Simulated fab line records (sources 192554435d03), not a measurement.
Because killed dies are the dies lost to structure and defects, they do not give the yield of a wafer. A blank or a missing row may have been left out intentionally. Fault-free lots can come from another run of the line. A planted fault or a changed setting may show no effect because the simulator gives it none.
Split-lot experiment :: flow n5_finfet :: route with 1938 steps; 7 lots, 21 wafers read

## ON THE SPLIT
At N5_BEOL_M11_ETCH_41 (etches SiCN in CH3F/O2, target depth 42.6 nm, time 86 s), the setting time_s was moved away from the recipe's 86 s on 6 of the 21 wafers read, by -18.8% to +20.9%. For the rest of the wafers, this setting stayed at what the recipe calls for.

Reading taken at the split's own step.

## THE READING
etch.depth_nm (the simulator's own value, which no gauge read), in nm, at N5_BEOL_M11_ETCH_41 (etches SiCN in CH3F/O2, target depth 42.6 nm, time 86 s). The file gives no usual value for it. The 15 wafers here that ran the recipe average 32.36 nm, standard deviation 0.77 nm.

wafer: L075.2
tool, chamber at the split: rie_diel-05, 1
time_s as run, s: 86
against the recipe: recipe
etch.depth_nm, nm: 32.76
against lot-mates on the recipe: -

wafer: L075.4
tool, chamber at the split: rie_diel-05, 2
time_s as run, s: 86
against the recipe: recipe
etch.depth_nm, nm: 30.99
against lot-mates on the recipe: -

wafer: L075.5
tool, chamber at the split: rie_diel-05, 3
time_s as run, s: 86
against the recipe: recipe
etch.depth_nm, nm: 31.71
against lot-mates on the recipe: -

wafer: L077.1
tool, chamber at the split: rie_diel-05, 2
time_s as run, s: 102.9
against the recipe: +19.7%
etch.depth_nm, nm: 37.17
against lot-mates on the recipe: +4.16

wafer: L077.3
tool, chamber at the split: rie_diel-05, 0
time_s as run, s: 86
against the recipe: recipe
etch.depth_nm, nm: 33.33
against lot-mates on the recipe: -

wafer: L077.5
tool, chamber at the split: rie_diel-05, 1
time_s as run, s: 86
against the recipe: recipe
etch.depth_nm, nm: 32.7
against lot-mates on the recipe: -

wafer: L080.2
tool, chamber at the split: rie_diel-05, 3
time_s as run, s: 86
against the recipe: recipe
etch.depth_nm, nm: 31.64
against lot-mates on the recipe: -

wafer: L080.5
tool, chamber at the split: rie_diel-05, 1
time_s as run, s: 86
against the recipe: recipe
etch.depth_nm, nm: 33.09
against lot-mates on the recipe: -

wafer: L080.6
tool, chamber at the split: rie_diel-05, 2
time_s as run, s: 92.92
against the recipe: +8.0%
etch.depth_nm, nm: 33.87
against lot-mates on the recipe: +1.50

wafer: L085.2
tool, chamber at the split: rie_diel-06, 3
time_s as run, s: 86
against the recipe: recipe
etch.depth_nm, nm: 33.34
against lot-mates on the recipe: -

wafer: L085.3
tool, chamber at the split: rie_diel-06, 0
time_s as run, s: 86
against the recipe: recipe
etch.depth_nm, nm: 31.52
against lot-mates on the recipe: -

wafer: L085.4
tool, chamber at the split: rie_diel-06, 2
time_s as run, s: 86
against the recipe: recipe
etch.depth_nm, nm: 33.06
against lot-mates on the recipe: -

wafer: L095.3
tool, chamber at the split: rie_diel-06, 2
time_s as run, s: 69.79
against the recipe: -18.8%
etch.depth_nm, nm: 26.45
against lot-mates on the recipe: -4.94

wafer: L095.4
tool, chamber at the split: rie_diel-06, 0
time_s as run, s: 86
against the recipe: recipe
etch.depth_nm, nm: 31.39
against lot-mates on the recipe: -

wafer: L095.6
tool, chamber at the split: rie_diel-06, 3
time_s as run, s: 69.79
against the recipe: -18.8%
etch.depth_nm, nm: 26.9
against lot-mates on the recipe: -4.49

wafer: L097.3
tool, chamber at the split: rie_diel-06, 3
time_s as run, s: 86
against the recipe: recipe
etch.depth_nm, nm: 32.97
against lot-mates on the recipe: -

wafer: L097.4
tool, chamber at the split: rie_diel-06, 1
time_s as run, s: 86
against the recipe: recipe
etch.depth_nm, nm: 32.46
against lot-mates on the recipe: -

wafer: L097.5
tool, chamber at the split: rie_diel-06, 0
time_s as run, s: 76.94
against the recipe: -10.5%
etch.depth_nm, nm: 28.39
against lot-mates on the recipe: -4.33

wafer: L096.1
tool, chamber at the split: rie_diel-05, 0
time_s as run, s: 86
against the recipe: recipe
etch.depth_nm, nm: 32.89
against lot-mates on the recipe: -

wafer: L096.3
tool, chamber at the split: rie_diel-05, 3
time_s as run, s: 104
against the recipe: +20.9%
etch.depth_nm, nm: 38.2
against lot-mates on the recipe: +5.98

wafer: L096.4
tool, chamber at the split: rie_diel-05, 3
time_s as run, s: 86
against the recipe: recipe
etch.depth_nm, nm: 31.55
against lot-mates on the recipe: -

FIT RESULTS
A straight line over all 21 wafers: etch.depth_nm changes by +0.284 nm for each +1% of time_s; r = +0.96; the points scatter about the line by 0.76 nm.
The same after taking each lot's own level away (the mean of its wafers on the recipe; 21 wafers): +0.259 nm for each +1%; r = +0.96; scatter 0.72 nm.
According to that fit, moving time_s by its largest amount changes the reading by 5.4 nm.
From 31.390 to 33.015 nm: that is the span of the lots' own levels, equal to 2.1 times the standard deviation above.
The two slopes agree, so the slope changes little with the lot-to-lot level.
Check: for one of the wafers moved furthest among these (+20.9%), held out of the fit, the line's prediction against its lot-mates is +5.01 nm. It came out at +5.98 nm against them.

## THE FILE'S OWN FIT
etch.depth_nm changes by +0.261 nm for each +1% of time_s, r = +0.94.
